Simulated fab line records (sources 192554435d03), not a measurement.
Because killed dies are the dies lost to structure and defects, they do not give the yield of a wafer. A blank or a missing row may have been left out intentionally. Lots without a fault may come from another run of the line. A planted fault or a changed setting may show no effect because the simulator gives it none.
fab line records ; flow n5_finfet
record: lots: 6; wafers: 18; last_day: 19
route steps=1938 shown BEOL_M1@833 BEOL_M2@841 BEOL_M4@1111
lots untouched by any fault: they come from a run of this same line in which no faults occurred
start_h: the number of hours between the record's first day and the start of the first shown wafer of the lot ; wait_h: hours from the lot's prior step to this one ; " unchanged from the row above ; L1.1+2: a single row standing in for several wafers ; - no value, or no start was given ; * or withheld: withheld ; < > ~ a bound
route shown NAME@n: names a module that has steps shown in the file, with the first one's number in the route ; usual: mean and standard deviation over wafers with no fault ; same: alike in all rows ; chamber/n: place in a boat ; sites: the reading at each site ; _std_site: their standard deviation ; _edge_site: inner sites' mean taken away from outer sites' mean ; radius_mm: for every site, how far away it sits from the centre of the wafer ; mask NAME#n: copy n ; behind: the most recent tool/chamber to have shaped the wafer ; hold: why the lot went on hold/how many hours it stayed there/how the hold came to an end ; device: which transistor (n, p or np) failed to switch ; end of line: the route-end tests of the same wafers ; step lacking rows: just its recipe ; killed: count of dies lost to structure and defects at first sort (not the wafer's yield) ; map: a wafer's dies, x killed, . not, _ none there
set.NAME: the run value of the setting; set.NAME@STEP: its run value at that earlier step ; model.NAME: the simulator's own value behind a step, which no gauge read
certain route steps with their lots: each step a table, each wafer a row
services: when a tool's chamber went out of use (start_h, in hours from the record's first day, below 0 if earlier), for how many hours, and the reason
== steps ==
step: N5_BEOL_M1_CMP_52
recipe: stop_on: SiOC; t_overpolish_s: 6.8; down_force_psi: 1; platen_rpm: 50; clearing_platen_down_force_psi: 1.5; clearing_platen_rpm: 50; post_cmp_clean: cu_alkaline; target_thk_nm: 40; clearing_platen_pad_velocity_m_s: 0.99484; pad_velocity_m_s: 0.99484
step: N5_BEOL_M1_THK_MEAS_53
recipe: thk_meas_gauge: xrf; reads: Cu_of_BEOL_M1_ECD_50
usual: M1_THK: 40.3/1.8
lot.wafer;tool;chamber;start_h;wait_h;M1_THK[nm]
L165.3;film_metro-01;-;165.55;-;42.4
L165.4;film_metro-01;-;165.55;-;41.5
L165.5;film_metro-01;-;165.55;-;41.4
L169.3;film_metro-02;-;171.70;-;40.5
L169.4;film_metro-02;-;171.70;-;38.9
L169.5;film_metro-02;-;171.70;-;40.0
L170.1;film_metro-02;-;173.90;-;36.0
L170.4;film_metro-02;-;173.90;-;41.1
L170.6;film_metro-02;-;173.90;-;38.5
L182.2;film_metro-02;-;249.64;-;37.4
L182.3;film_metro-02;-;249.64;-;38.6
L182.6;film_metro-02;-;249.64;-;40.7
L185.1;film_metro-01;-;259.59;-;39.0
L185.2;film_metro-01;-;259.59;-;41.8
L185.6;film_metro-01;-;259.59;-;40.3
L186.3;film_metro-01;-;275.86;-;38.0
L186.4;film_metro-01;-;275.86;-;39.3
L186.6;film_metro-01;-;275.86;-;37.7
step: N5_BEOL_M1_PRE_CLEAN_60
recipe: gas: NH3/H2; time_s: 15; temp_c: *; rf_power_w: 300
usual: heater_power_w: 98/8.9; susceptor_temp_C: *
same: time_s: 15
lot.wafer;tool;chamber;start_h;wait_h;heater_power_w;susceptor_temp_C
L165.3;cvd_co-02;1;165.60;0.1;101;*
L165.4;cvd_co-02;0;165.60;0.1;87;*
L165.5;cvd_co-02;1;165.60;0.1;97;*
L169.3;cvd_co-01;2;171.78;0.1;94;*
L169.4;cvd_co-01;1;171.78;0.1;91;*
L169.5;cvd_co-01;2;171.78;0.1;94;*
L170.1;cvd_co-02;2;173.93;0.0;98;*
L170.4;cvd_co-02;2;173.93;0.0;96;*
L170.6;cvd_co-02;0;173.93;0.0;87;*
L182.2;cvd_co-01;2;249.67;0.0;94;*
L182.3;cvd_co-01;0;249.67;0.0;123;*
L182.6;cvd_co-01;2;249.67;0.0;95;*
L185.1;cvd_co-01;1;259.63;0.0;92;*
L185.2;cvd_co-01;2;259.63;0.0;95;*
L185.6;cvd_co-01;0;259.63;0.0;119;*
L186.3;cvd_co-02;2;275.91;0.1;100;*
L186.4;cvd_co-02;0;275.91;0.1;90;*
L186.6;cvd_co-02;2;275.91;0.1;98;*
step: N5_BEOL_M1_CO_CAP_55
recipe: material: Co; target_thk_a: 20; temp_c: 200; precursor: CCTBA/H2; pressure_torr: 30; time_s: 102.1
step: N5_BEOL_M1_PRE_CLEAN_56
recipe: gas: NH3; time_s: 15; temp_c: withheld; rf_power_w: 300
step: N5_BEOL_M1_DEP_57
recipe: material: SiCN; target_thk_a: 80; temp_c: withheld; precursor: 3MS/NH3; pressure_torr: 3; rf_w: 202; time_s: 14
usual: showerhead_plenum_p_Torr: 3.673/0.0097; throttle_valve_pct: 8.9/0.61
same: time_s: 14
lot.wafer;tool;chamber;start_h;wait_h;showerhead_plenum_p_Torr;throttle_valve_pct
L165.3;pecvd-03;2;165.79;0.0;3.662;7.6
L165.4;pecvd-03;1;165.79;0.0;3.673;8.9
L165.5;pecvd-03;2;165.79;0.0;3.672;7.9
L169.3;pecvd-02;0;171.93;0.0;3.681;8.8
L169.4;pecvd-02;0;171.93;0.0;3.697;8.9
L169.5;pecvd-02;2;171.93;0.0;3.671;8.2
L170.1;pecvd-04;2;174.09;0.0;3.672;9.1
L170.4;pecvd-04;2;174.09;0.0;3.667;8.8
L170.6;pecvd-04;0;174.09;0.0;3.682;9.2
L182.2;pecvd-03;0;249.83;0.0;3.672;8.5
L182.3;pecvd-03;2;249.83;0.0;3.666;8.2
L182.6;pecvd-03;1;249.83;0.0;3.674;9.2
L185.1;pecvd-03;1;259.79;0.0;3.680;9.1
L185.2;pecvd-03;0;259.79;0.0;3.681;9.0
L185.6;pecvd-03;0;259.79;0.0;3.672;9.0
L186.3;pecvd-03;1;276.11;0.0;3.689;9.1
L186.4;pecvd-03;1;276.11;0.0;3.673;9.3
L186.6;pecvd-03;2;276.11;0.0;3.678;8.0
step: N5_BEOL_M1_RS_MEAS_58
recipe: thk_meas_gauge: four-point-probe; reads: Co_of_BEOL_M1_CO_CAP_55+Cu_of_BEOL_M1_ECD_50+Co_of_BEOL_M1_CVD_47+TaN_of_BEOL_M1_ALD_84
usual: M1_RS: 0.67/0.039
lot.wafer;tool;chamber;start_h;wait_h;M1_RS[ohm/sq]
L165.3;film_metro-01;-;165.86;0.1;0.62
L165.4;film_metro-01;-;165.86;0.1;0.64
L165.5;film_metro-01;-;165.86;0.1;0.64
L169.3;film_metro-02;-;172.00;0.1;0.67
L169.4;film_metro-02;-;172.00;0.1;0.70
L169.5;film_metro-02;-;172.00;0.1;0.68
L170.1;film_metro-02;-;174.16;0.0;0.78
L170.4;film_metro-02;-;174.16;0.0;0.65
L170.6;film_metro-02;-;174.16;0.0;0.71
L182.2;film_metro-02;-;249.90;0.1;0.74
L182.3;film_metro-02;-;249.90;0.1;0.71
L182.6;film_metro-02;-;249.90;0.1;0.66
L185.1;film_metro-02;-;259.85;0.0;0.69
L185.2;film_metro-02;-;259.85;0.0;0.63
L185.6;film_metro-02;-;259.85;0.0;0.67
L186.3;film_metro-01;-;276.17;0.1;0.72
L186.4;film_metro-01;-;276.17;0.1;0.69
L186.6;film_metro-01;-;276.17;0.1;0.73
step: N5_BEOL_M1_INSPECT_59
recipe: inspect_instrument: darkfield; mode: post_dep
usual: raw_defect_count: 77/26
lot.wafer;tool;chamber;start_h;wait_h;raw_defect_count
L165.3;defect_inspect-02;-;165.89;0.0;103
L165.4;defect_inspect-02;-;165.89;0.0;59
L165.5;defect_inspect-02;-;165.89;0.0;117
L169.3;defect_inspect-01;-;172.03;0.0;80
L169.4;defect_inspect-01;-;172.03;0.0;64
L169.5;defect_inspect-01;-;172.03;0.0;94
L170.1;defect_inspect-02;-;174.18;0.0;97
L170.4;defect_inspect-02;-;174.18;0.0;119
L170.6;defect_inspect-02;-;174.18;0.0;125
L182.2;defect_inspect-01;-;249.92;0.0;84
L182.3;defect_inspect-01;-;249.92;0.0;70
L182.6;defect_inspect-01;-;249.92;0.0;73
L185.1;defect_inspect-01;-;259.88;0.0;50
L185.2;defect_inspect-01;-;259.88;0.0;76
L185.6;defect_inspect-01;-;259.88;0.0;63
L186.3;defect_inspect-01;-;276.20;0.0;91
L186.4;defect_inspect-01;-;276.20;0.0;63
L186.6;defect_inspect-01;-;276.20;0.0;63
step: N5_BEOL_M2_ILD_DEP_00
recipe: material: SiOC; target_thk_a: 790; temp_c: 350; precursor: DEMS/O2; pressure_torr: 5; rf_w: 500; time_s: 15.3
usual: heater_power_w: 539/83; showerhead_plenum_p_Torr: 5.699/0.014; susceptor_temp_C: 349.99/0.21; throttle_valve_pct: 11.7/0.73
same: time_s: 15.3
lot.wafer;tool;chamber;start_h;wait_h;heater_power_w;showerhead_plenum_p_Torr;susceptor_temp_C;throttle_valve_pct
L165.3;pecvd-01;0;165.92;0.0;428;5.675;349.97;12.1
L165.4;pecvd-01;2;165.92;0.0;646;5.693;350.28;11.6
L165.5;pecvd-01;0;165.92;0.0;446;5.656;350.02;12.2
L169.3;pecvd-04;0;172.06;0.0;475;5.727;350.21;12.2
L169.4;pecvd-04;1;172.06;0.0;506;5.715;350.12;13.3
L169.5;pecvd-04;0;172.06;0.0;486;5.723;349.96;12.7
L170.1;pecvd-01;0;174.22;0.0;368;5.665;349.83;12.2
L170.4;pecvd-01;0;174.22;0.0;366;5.677;349.90;12.2
L170.6;pecvd-01;2;174.22;0.0;605;5.693;349.97;11.7
L182.2;pecvd-03;2;249.96;0.0;487;5.695;350.22;10.4
L182.3;pecvd-03;1;249.96;0.0;548;5.700;349.90;12.2
L182.6;pecvd-03;1;249.96;0.0;551;5.710;350.10;11.9
L185.1;pecvd-01;1;259.92;0.0;559;5.699;350.03;11.7
L185.2;pecvd-01;0;259.92;0.0;454;5.688;349.89;11.9
L185.6;pecvd-01;0;259.92;0.0;455;5.675;349.51;12.1
L186.3;pecvd-03;1;276.24;0.0;637;5.707;349.83;12.0
L186.4;pecvd-03;0;276.24;0.0;677;5.710;349.95;11.7
L186.6;pecvd-03;2;276.24;0.0;497;5.696;350.12;10.4
step: N5_BEOL_M2_THK_MEAS_01
recipe: reads: SiOC_of_BEOL_M2_ILD_DEP_00
usual: M2_ILD_THK: 79.2/1.3
lot.wafer;tool;chamber;start_h;wait_h;M2_ILD_THK[nm]
L165.3;film_metro-02;-;165.99;0.1;76.4
L165.4;film_metro-02;-;165.99;0.1;79.1
L165.5;film_metro-02;-;165.99;0.1;78.5
L169.3;film_metro-02;-;172.15;0.1;79.3
L169.4;film_metro-02;-;172.15;0.1;80.2
L169.5;film_metro-02;-;172.15;0.1;80.4
L170.1;film_metro-02;-;174.29;0.0;77.2
L170.4;film_metro-02;-;174.29;0.0;78.9
L170.6;film_metro-02;-;174.29;0.0;79.0
L182.2;film_metro-02;-;250.03;0.1;79.1
L182.3;film_metro-02;-;250.03;0.1;79.1
L182.6;film_metro-02;-;250.03;0.1;79.4
L185.1;film_metro-02;-;259.98;0.0;78.6
L185.2;film_metro-02;-;259.98;0.0;79.1
L185.6;film_metro-02;-;259.98;0.0;79.6
L186.3;film_metro-01;-;276.30;0.1;79.5
L186.4;film_metro-01;-;276.30;0.1;81.1
L186.6;film_metro-01;-;276.30;0.1;81.4
step: N5_BEOL_M2_PECVD_72
recipe: material: SiO2; target_thk_a: 160; temp_c: 400; precursor: TEOS/O2; pressure_torr: 5.5; rf_w: 450; teos_flow_sccm: 53.8; gas: O2; flow_sccm: 3000; time_s: 18
usual: heater_power_w: 745/98; showerhead_plenum_p_Torr: 8.81/0.055; susceptor_temp_C: 400.01/0.24; throttle_valve_pct: 22.4/1.3
same: time_s: 18
lot.wafer;tool;chamber;start_h;wait_h;heater_power_w;showerhead_plenum_p_Torr;susceptor_temp_C;throttle_valve_pct
L165.3;pecvd-01;1;166.03;0.0;713;8.80;399.74;21.6
L165.4;pecvd-01;2;166.03;0.0;746;8.77;400.12;21.8
L165.5;pecvd-01;0;166.03;0.0;577;8.72;399.97;22.8
L169.3;pecvd-01;2;172.18;0.0;880;8.78;400.30;21.5
L169.4;pecvd-01;1;172.18;0.0;769;8.84;400.30;21.9
L169.5;pecvd-01;2;172.18;0.0;867;8.79;400.12;21.6
L170.1;pecvd-04;0;174.32;0.0;607;8.86;400.20;23.3
L170.4;pecvd-04;1;174.32;0.0;738;8.86;400.14;24.7
L170.6;pecvd-04;0;174.32;0.0;614;8.88;399.70;23.2
L182.2;pecvd-03;2;250.06;0.0;747;8.79;399.98;19.1
L182.3;pecvd-03;0;250.06;0.0;851;8.85;399.74;21.7
L182.6;pecvd-03;2;250.06;0.0;714;8.81;400.46;19.4
L185.1;pecvd-04;1;260.02;0.0;709;8.83;399.86;25.1
L185.2;pecvd-04;0;260.02;0.0;729;8.85;400.14;23.4
L185.6;pecvd-04;2;260.02;0.0;776;8.81;399.78;22.2
L186.3;pecvd-04;2;276.34;0.0;694;8.80;400.34;22.0
L186.4;pecvd-04;1;276.34;0.0;739;8.83;400.28;25.1
L186.6;pecvd-04;0;276.34;0.0;629;8.86;400.01;23.2
step: N5_BEOL_M2_HM_DEP_02
recipe: material: TiN; target_thk_a: 200; temp_c: 25; chamber_pressure_pa: 0.49996
usual: susceptor_temp_C: 25.01/0.11; throttle_valve_pct: 30.1/0.99
lot.wafer;tool;chamber;start_h;wait_h;susceptor_temp_C;throttle_valve_pct
L165.3;pvd_sputter-01;-;166.57;0.5;25.12;28.4
L165.4;pvd_sputter-01;-;166.57;0.5;25.00;30.0
L165.5;pvd_sputter-01;-;166.57;0.5;25.25;29.6
L169.3;pvd_sputter-01;-;172.43;0.2;25.08;30.3
L169.4;pvd_sputter-01;-;172.43;0.2;24.86;28.3
L169.5;pvd_sputter-01;-;172.43;0.2;25.03;29.3
L170.1;pvd_sputter-01;-;175.21;0.9;25.03;29.6
L170.4;pvd_sputter-01;-;175.21;0.9;24.92;29.9
L170.6;pvd_sputter-01;-;175.21;0.9;24.99;28.6
L182.2;pvd_sputter-03;-;250.13;0.1;25.04;31.4
L182.3;pvd_sputter-03;-;250.13;0.1;24.89;30.7
L182.6;pvd_sputter-03;-;250.13;0.1;24.94;31.5
L185.1;pvd_sputter-02;-;262.27;2.2;24.95;29.7
L185.2;pvd_sputter-02;-;262.27;2.2;24.91;29.7
L185.6;pvd_sputter-02;-;262.27;2.2;25.10;29.5
L186.3;pvd_sputter-02;-;280.19;3.8;25.13;29.9
L186.4;pvd_sputter-02;-;280.19;3.8;24.94;31.0
L186.6;pvd_sputter-02;-;280.19;3.8;25.09;29.6
step: N5_BEOL_M2_COAT_61
recipe: resist: SOC; temp_c: 250; time_s: 60; spin_rpm: 1500; resist_thk_nm: 60
usual: heater_power_total_W: 500.6/1.8; plate_temp_C: 249.98/0.17
same: time_s: 60
lot.wafer;tool;chamber;start_h;wait_h;heater_power_total_W;plate_temp_C;model.SOC_of_BEOL_M2_COAT_61.thk_nm
L165.3;litho_track-02;0;166.70;0.1;502.7;250.18;60
L165.4;litho_track-02;0;166.70;0.1;502.2;250.13;60.2
L165.5;litho_track-02;0;166.70;0.1;502.8;250.03;60
L169.3;litho_track-02;0;172.56;0.1;452.8;231.10;60.6
L169.4;litho_track-02;0;172.56;0.1;451.2;231.01;60.8
L169.5;litho_track-02;0;172.56;0.1;457.1;230.96;60.8
L170.1;litho_track-02;0;175.35;0.1;452.3;230.86;60.8
L170.4;litho_track-02;0;175.35;0.1;455.3;231.19;60.6
L170.6;litho_track-02;0;175.35;0.1;451.3;231.02;61
L182.2;litho_track-03;0;250.26;0.1;497.3;250.02;60
L182.3;litho_track-03;0;250.26;0.1;501.8;250.20;60
L182.6;litho_track-03;0;250.26;0.1;502.1;250.28;60
L185.1;litho_track-04;0;262.39;0.1;499.3;250.29;59.8
L185.2;litho_track-04;0;262.39;0.1;498.8;250.10;59.8
L185.6;litho_track-04;0;262.39;0.1;497.6;249.96;60
L186.3;litho_track-03;0;280.32;0.1;502.1;249.74;60
L186.4;litho_track-03;0;280.32;0.1;503.3;249.51;60
L186.6;litho_track-03;0;280.32;0.1;498.5;249.69;59.8
step: N5_BEOL_M2_COAT_62
recipe: resist: SiARC; temp_c: 220; time_s: 60; spin_rpm: 1500; resist_thk_nm: 12
usual: heater_power_total_W: 427.4/2.1; plate_temp_C: 219.99/0.18
same: time_s: 60
lot.wafer;tool;chamber;start_h;wait_h;heater_power_total_W;plate_temp_C;model.SOC_of_BEOL_M2_COAT_61.thk_nm
L165.3;litho_track-02;0;-;-;424.2;219.90;60
L165.4;litho_track-02;0;-;-;428.7;220.04;60.2
L165.5;litho_track-02;0;-;-;427.7;220.11;60
L169.3;litho_track-02;0;-;-;427.8;219.72;60.2
L169.4;litho_track-02;0;-;-;430.2;219.86;60.4
L169.5;litho_track-02;0;-;-;426.7;219.77;60.4
L170.1;litho_track-02;0;-;-;428.1;220.16;60.4
L170.4;litho_track-02;0;-;-;427.9;219.80;60.2
L170.6;litho_track-02;0;-;-;430.4;220.25;60.6
L182.2;litho_track-03;0;-;-;430.3;220.13;60
L182.3;litho_track-03;0;-;-;430.6;219.95;60
L182.6;litho_track-03;0;-;-;424.9;219.99;60
L185.1;litho_track-04;0;-;-;429.6;219.95;59.8
L185.2;litho_track-04;0;-;-;425.0;220.07;59.8
L185.6;litho_track-04;0;-;-;425.5;219.72;60
L186.3;litho_track-03;0;-;-;426.5;219.77;60
L186.4;litho_track-03;0;-;-;427.2;220.01;60
L186.6;litho_track-03;0;-;-;425.4;219.96;59.8
step: N5_BEOL_M2_COAT_73
recipe: resist: underlayer; temp_c: 205; time_s: 60; spin_rpm: 1500; resist_thk_nm: 5
step: N5_BEOL_M4_RC_MEAS_101
usual: DIBL_N: 36.6/2.1; DIBL_P: 36.5/2.7; IOFF_N: 0.17/0.043; IOFF_P: 0.22/0.045; ION_N: 674/17; ION_P: 461/9.9; SS_N: 71.7/0.79; SS_P: 73.4/0.79; VT_N: 249/4; VT_P: -250/3.3
lot.wafer;tool;chamber;start_h;wait_h;DIBL_N[mV/V];DIBL_P[mV/V];IOFF_N[nA/um];IOFF_P[nA/um];ION_N[uA/um];ION_P[uA/um];SS_N[mV/dec];SS_P[mV/dec];VT_N[mV];VT_P[mV]
L165.3;prober-02;0;195.24;0.3;36.5;35.6;0.15;0.20;672;456;72.0;73.9;251;-254
L165.4;prober-02;0;195.24;0.3;39.6;40.1;0.23;0.28;699;477;72.4;75.3;244;-247
L165.5;prober-02;0;195.24;0.3;36.5;36.3;0.17;0.21;685;465;72.0;73.8;250;-250
L170.1;prober-01;0;209.08;0.0;37.1;37.3;0.17;0.20;667;454;72.2;73.3;248;-251
L170.4;prober-01;0;209.08;0.0;35.3;35.6;0.12;0.18;649;450;71.6;73.5;257;-256
L170.6;prober-01;0;209.08;0.0;35.7;36.6;0.14;0.20;665;456;71.8;72.8;251;-254
L169.3;prober-02;0;209.25;0.3;37.5;38.3;0.17;0.21;691;473;71.2;73.9;249;-253
L169.4;prober-02;0;209.25;0.3;40.7;41.6;0.23;0.27;666;454;72.8;75.1;245;-249
L169.5;prober-02;0;209.25;0.3;36.7;36.6;0.15;0.21;661;452;70.6;73.3;251;-253
L182.2;prober-01;0;282.97;0.2;37.2;37.1;0.17;0.24;668;456;71.3;73.7;249;-245
L182.3;prober-01;0;282.97;0.2;39.4;41.0;0.26;0.31;711;484;71.9;74.3;242;-247
L182.6;prober-01;0;282.97;0.2;35.5;35.6;0.14;0.21;658;458;70.4;73.3;251;-248
L186.3;prober-02;0;320.61;0.3;38.0;35.6;0.18;0.20;674;451;72.4;73.7;249;-249
L186.4;prober-02;0;320.61;0.3;35.6;33.7;0.13;0.17;678;462;71.6;73.0;254;-253
L186.6;prober-02;0;320.61;0.3;36.6;31.5;0.16;0.15;646;442;73.1;72.5;257;-253
L185.1;prober-02;0;340.49;0.0;35.9;32.9;0.12;0.15;661;450;71.2;72.7;254;-257
L185.2;prober-02;0;340.49;0.0;36.8;34.8;0.13;0.16;659;450;71.7;73.7;255;-255
L185.6;prober-02;0;340.49;0.0;37.4;35.9;0.16;0.19;685;461;72.0;73.0;251;-252
== services ==
tool;chamber;start_h;hours;kind
cvd_co-01;-;149.56;6.8;repair
pvd_sputter-02;-;152.82;8.3;repair
pecvd-01;1;155.76;5.5;scheduled_down
pecvd-03;-;158.00;6.0;pm
cvd_co-02;2;162.97;6.2;repair
cvd_co-01;-;193.17;1.1;repair
pecvd-01;0;196.20;4.1;repair
pecvd-01;2;202.38;-;clean
pecvd-01;2;202.38;-;consumable_replace:showerhead
pecvd-01;2;202.38;29.0;scheduled_down
pecvd-01;2;202.38;29.0;vent_cycle
pecvd-03;-;225.44;0.3;repair
pecvd-04;1;225.77;26.1;repair
pecvd-02;-;256.38;0.4;repair
cvd_co-02;1;261.07;15.9;repair
pecvd-01;-;262.33;14.6;pm
cvd_co-01;-;265.49;1.7;repair
== key ==
first_sign: step: N5_BEOL_M2_COAT_61; reading: plate_temp_C; direction: down; sigmas: 99+; usual: *; struck: *
effect: step: N5_BEOL_M2_COAT_61; reading: heater_power_total_W; direction: down; sigmas: 26; usual: *; struck: *
model_effect: step: N5_BEOL_M2_COAT_61; value: SOC_of_BEOL_M2_COAT_61.thk_nm; without: 60.07; struck: 60.77
model_effect: step: N5_BEOL_M2_COAT_62; value: SOC_of_BEOL_M2_COAT_61.thk_nm; without: 60.07; struck: 60.37
met_at N5_BEOL_M2_COAT_61
struck_wafers L169.3,L169.4,L169.5,L170.1,L170.4,L170.6
onset_between 166.70 172.56
fault: kind: process_parameter_drift; tool: litho_track-02; chamber: -; onset_h: 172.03; steps: N5_BEOL_M2_COAT_61; channel: temp_c; offset: *; shape: step; end_h: 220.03; acts_in: *; stated: *
